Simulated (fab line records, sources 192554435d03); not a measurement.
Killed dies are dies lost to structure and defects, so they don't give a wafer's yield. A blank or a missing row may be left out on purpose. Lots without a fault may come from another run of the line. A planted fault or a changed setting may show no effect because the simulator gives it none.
Which tool did it? | flow n5_finfet | 10 lots, 30 wafers sampled, at 2 steps of a route of 1938

WHAT THE GAUGES READ, wafer by wafer
N5_BEOL_M4_RC_MEAS_101. Usual: DIBL_N 36.2 mV/V, standard deviation 1.6; DIBL_P 36.1 mV/V, standard deviation 2; IOFF_N 0.16 nA/um, standard deviation 0.032; IOFF_P 0.22 nA/um, standard deviation 0.036; ION_N 672 uA/um, standard deviation 11; ION_P 463 uA/um, standard deviation 7.5; SS_N 71.4 mV/dec, standard deviation 0.58; SS_P 73.2 mV/dec, standard deviation 0.67; VT_N 250 mV, standard deviation 3.3; VT_P -250 mV, standard deviation 3.3.
lot  | measured     | on        | DIBL_N (mV/V)  | DIBL_P (mV/V)  | IOFF_N (nA/um) | IOFF_P (nA/um) | ION_N (uA/um) | ION_P (uA/um) | SS_N (mV/dec)  | SS_P (mV/dec)  | VT_N (mV)   | VT_P (mV)      | flag
L305 | day 8 04:59  | prober-02 | 36.6 37.2 34.5 | 37.3 38.7 35.6 | 0.13 0.17 0.12 | 0.17 0.19 0.15 | 652 679 660   | 446 456 444   | 71.1 72.3 70.7 | 72.5 74.0 72.3 | 254 247 255 | -257 -251 -256 |
L306 | day 8 07:29  | prober-01 | 35.8 33.8 35.6 | 35.9 32.6 34.7 | 0.15 0.11 0.15 | 0.24 0.19 0.22 | 678 659 672   | 477 464 470   | 71.1 70.3 71.3 | 73.3 72.6 72.8 | 249 253 248 | -246 -251 -247 |
L308 | day 8 13:38  | prober-02 | 36.3 37.3 37.1 | 35.6 37.0 36.1 | 0.16 0.18 0.16 | 0.23 0.25 0.22 | 683 680 680   | 474 465 472   | 71.8 71.7 71.6 | 73.3 73.5 73.8 | 247 247 248 | -250 -246 -250 |
L309 | day 9 05:44  | prober-01 | 38.3 35.9 36.2 | 35.2 32.5 33.4 | 0.17 0.13 0.13 | 0.21 0.18 0.19 | 679 662 671   | 465 458 460   | 71.6 71.3 71.5 | 73.2 71.8 72.3 | 248 248 251 | -249 -251 -250 |
L311 | day 10 01:50 | prober-02 | 36.2 35.3 37.4 | 36.8 34.3 39.0 | 0.15 0.12 0.18 | 0.20 0.17 0.23 | 654 665 671   | 455 461 458   | 72.1 71.8 71.7 | 73.0 72.3 74.2 | 252 255 248 | -251 -253 -250 |
L316 | day 10 22:03 | prober-01 | 35.3 36.7 36.0 | 35.8 37.5 36.4 | 0.15 0.18 0.15 | 0.24 0.27 0.24 | 675 681 677   | 474 474 471   | 71.6 72.1 71.7 | 72.6 73.8 73.5 | 250 247 250 | -246 -243 -247 |
L318 | day 11 13:42 | prober-02 | 37.5 39.5 37.5 | 39.2 41.9 39.3 | 0.22 0.26 0.20 | 0.26 0.31 0.25 | 680 693 690   | 463 475 472   | 71.8 73.1 71.6 | 74.1 74.5 74.0 | 243 243 245 | -250 -246 -250 |
L320 | day 12 06:14 | prober-02 | 35.3 41.1 36.6 | 35.2 40.7 37.4 | 0.15 0.29 0.17 | 0.20 0.29 0.23 | 676 699 674   | 465 466 466   | 71.4 73.2 71.1 | 73.8 74.8 73.8 | 248 240 247 | -251 -247 -247 |
L321 | day 12 12:28 | prober-02 | 34.2 33.3 36.3 | 33.8 32.6 36.6 | 0.13 0.13 0.17 | 0.18 0.17 0.23 | 647 657 665   | 455 459 457   | 70.6 70.6 72.2 | 72.7 72.4 73.4 | 253 251 248 | -253 -251 -250 |
L326 | day 13 06:59 | prober-02 | 33.0 38.4 35.4 | 30.8 38.8 34.2 | 0.11 0.20 0.13 | 0.15 0.27 0.19 | 649 676 670   | 449 463 463   | 71.1 71.9 71.2 | 72.6 74.0 72.6 | 257 248 251 | -254 -244 -249 |

WHICH TOOL RAN EACH LOT (tool, then ch and the chambers of the sampled wafers, then the start)
lot  | N5_GATE_CUT_ALD_22
L305 | ald_sin-01 ch 1,2,3, day 4 12:59
L306 | ald_sin-03 ch 0,1, day 4 19:58
L308 | ald_sin-01 ch 1,2,3, day 5 06:37
L309 | ald_sin-01 ch 0,2,3, day 5 17:13
L311 | ald_sin-03 ch 0,1,2, day 6 07:01
L316 | ald_sin-01 ch 2,3, day 7 08:22
L318 | ald_sin-03 ch 1,2,3, day 8 02:19
L320 | ald_sin-02 ch 0,1, day 8 09:35
L321 | ald_sin-02 ch 1,2,3, day 8 20:46
L326 | ald_sin-02 ch 1,2,3, day 9 22:34
- N5_GATE_CUT_ALD_22: deposits SiNx, target thk 16 nm, pulse time 1 s, ald cycles 320.

WHAT THE TOOLS THEMSELVES READ (means of the sampled wafers that have a number; where no wafer has one, the mark that the record gives instead)
N5_GATE_CUT_ALD_22. Usual: heater_power_w 836 W, standard deviation 48; precursor_pulse_height_rel 1.000, standard deviation 0.02.
lot  | tool       | heater_power_w (W) | precursor_pulse_height_rel | flag
L305 | ald_sin-01 | 823                | 0.992                      |
L306 | ald_sin-03 | 840                | 1.007                      |
L308 | ald_sin-01 | 819                | 0.993                      |
L309 | ald_sin-01 | 848                | 1.018                      |
L311 | ald_sin-03 | 849                | 0.990                      |
L316 | ald_sin-01 | 819                | 1.005                      |
L318 | ald_sin-03 | 828                | 0.983                      |
L320 | ald_sin-02 | 856                | 1.019                      |
L321 | ald_sin-02 | 796                | 0.990                      |
L326 | ald_sin-02 | 807                | 1.026                      |

THE ANSWER, worked out from the rows above alone
Rule: a lot is off if the mean of its wafers that have a number lies more than 3 standard deviations from the usual mean. A lot without any number at a reading at which 4 lots or more have one is off too. The other lots that the step has rows for count as sound. The gauges are gone through in route order, then the tools' own readings, and for those a lot's mean is taken as printed above. The first step at which some lot is off is used, and at that step the reading that is off furthest; a lot without a number counts as furthest.
No lot is off at any reading shown: from this, nothing can be told.

WHAT THE SIMULATOR HAD PUT IN
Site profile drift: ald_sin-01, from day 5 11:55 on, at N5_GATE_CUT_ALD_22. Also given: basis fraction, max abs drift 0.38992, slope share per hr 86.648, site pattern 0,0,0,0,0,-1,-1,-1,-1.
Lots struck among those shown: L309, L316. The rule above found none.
